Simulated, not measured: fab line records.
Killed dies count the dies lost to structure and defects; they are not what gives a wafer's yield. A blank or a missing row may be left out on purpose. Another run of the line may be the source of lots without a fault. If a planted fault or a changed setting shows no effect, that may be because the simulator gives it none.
Matching of chambers :: flow n5Finfet :: pecvd-01 running N5_BEOL_M2_PECVD_72: 3 sister chambers
The step deposits SiO2 from TEOS/O2, target thk 16 nm, time 18 s. 16 wafers are shown with their chamber, then 8 later ones without.

## WAFERS, EACH WITH ITS CHAMBER
wafer: L074.2
chamber: 2
throttleValvePct (%): 23.0
heaterPowerW (W): 832
showerheadPlenumPTorr (Torr): 8.71

wafer: L074.5
chamber: 1
throttleValvePct (%): 22.4
heaterPowerW (W): 682
showerheadPlenumPTorr (Torr): 8.68

wafer: L074.6
chamber: 0
throttleValvePct (%): 21.8
heaterPowerW (W): 711
showerheadPlenumPTorr (Torr): 8.73

wafer: L076.1
chamber: 0
throttleValvePct (%): 21.6
heaterPowerW (W): 610
showerheadPlenumPTorr (Torr): 8.75

wafer: L076.4
chamber: 2
throttleValvePct (%): 23.1
heaterPowerW (W): 873
showerheadPlenumPTorr (Torr): 8.71

wafer: L076.6
chamber: 1
throttleValvePct (%): 22.6
heaterPowerW (W): 716
showerheadPlenumPTorr (Torr): 8.69

wafer: L077.1
chamber: 2
throttleValvePct (%): 23.1
heaterPowerW (W): 916
showerheadPlenumPTorr (Torr): 8.72

wafer: L077.4
chamber: 2
throttleValvePct (%): 22.8
heaterPowerW (W): 890
showerheadPlenumPTorr (Torr): 8.73

wafer: L077.5
chamber: 1
throttleValvePct (%): 23.0
heaterPowerW (W): 719
showerheadPlenumPTorr (Torr): 8.66

wafer: L079.2
chamber: 0
throttleValvePct (%): 21.6
heaterPowerW (W): 689
showerheadPlenumPTorr (Torr): 8.75

wafer: L079.4
chamber: 2
throttleValvePct (%): 23.2
heaterPowerW (W): 883
showerheadPlenumPTorr (Torr): 8.73

wafer: L079.6
chamber: 1
throttleValvePct (%): 22.9
heaterPowerW (W): 748
showerheadPlenumPTorr (Torr): 8.68

wafer: L083.1
chamber: 2
throttleValvePct (%): 22.9
heaterPowerW (W): 859
showerheadPlenumPTorr (Torr): 8.72

wafer: L083.4
chamber: 2
throttleValvePct (%): 23.2
heaterPowerW (W): 877
showerheadPlenumPTorr (Torr): 8.71

wafer: L083.5
chamber: 1
throttleValvePct (%): 22.9
heaterPowerW (W): 726
showerheadPlenumPTorr (Torr): 8.69

wafer: L089.2
chamber: 0
throttleValvePct (%): 21.6
heaterPowerW (W): 683
showerheadPlenumPTorr (Torr): 8.77

SIGNATURES, as means of the wafers listed above
reading: throttleValvePct
chamber 0: 21.650
chamber 1: 22.760
chamber 2: 23.043
scatter within a chamber: 0.18

reading: heaterPowerW
chamber 0: 673.25
chamber 1: 718.20
chamber 2: 875.71
scatter within a chamber: 30.5

reading: showerheadPlenumPTorr
chamber 0: 8.7500
chamber 1: 8.6800
chamber 2: 8.7186
scatter within a chamber: 0.012
Rule: for each reading, subtract the chamber's mean from the wafer's reading, divide by that reading's scatter and square the result; add these up over the readings and take the root, which gives the wafer's distance from the chamber. The wafer belongs to the nearest chamber; if the next one is less than 2 further off, it can't be placed. The scatter: the root of (the sum of the squares of (reading less its chamber's mean) over the shown wafers, divided by (wafers less chambers)).

## WAFERS WITH NO CHAMBER GIVEN
wafer: L089.4
throttleValvePct (%): 21.7
heaterPowerW (W): 686
showerheadPlenumPTorr (Torr): 8.76

wafer: L089.6
throttleValvePct (%): 22.6
heaterPowerW (W): 733
showerheadPlenumPTorr (Torr): 8.69

wafer: L091.1
throttleValvePct (%): 22.5
heaterPowerW (W): 631
showerheadPlenumPTorr (Torr): 8.68

wafer: L091.3
throttleValvePct (%): 22.0
heaterPowerW (W): 626
showerheadPlenumPTorr (Torr): 8.75

wafer: L091.6
throttleValvePct (%): 22.2
heaterPowerW (W): 641
showerheadPlenumPTorr (Torr): 8.75

wafer: L097.1
throttleValvePct (%): 22.0
heaterPowerW (W): 652
showerheadPlenumPTorr (Torr): 8.75

wafer: L097.2
throttleValvePct (%): 20.7
heaterPowerW (W): 879
showerheadPlenumPTorr (Torr): 8.73

wafer: L097.3
throttleValvePct (%): 22.6
heaterPowerW (W): 709
showerheadPlenumPTorr (Torr): 8.67

## WHICH CHAMBER EACH WENT THROUGH
wafer: L089.4
from the rows above: 0
in truth: 0

wafer: L089.6
from the rows above: 1
in truth: 1

wafer: L091.1
from the rows above: 1
in truth: 1

wafer: L091.3
from the rows above: 0
in truth: 0

wafer: L091.6
from the rows above: 0
in truth: 0

wafer: L097.1
from the rows above: 0
in truth: 0

wafer: L097.2
from the rows above: 0
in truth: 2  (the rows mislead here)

wafer: L097.3
from the rows above: 1
in truth: 1
Correctly placed: 7 of 8. Not placeable from these rows: 0. Wrongly placed: 1.
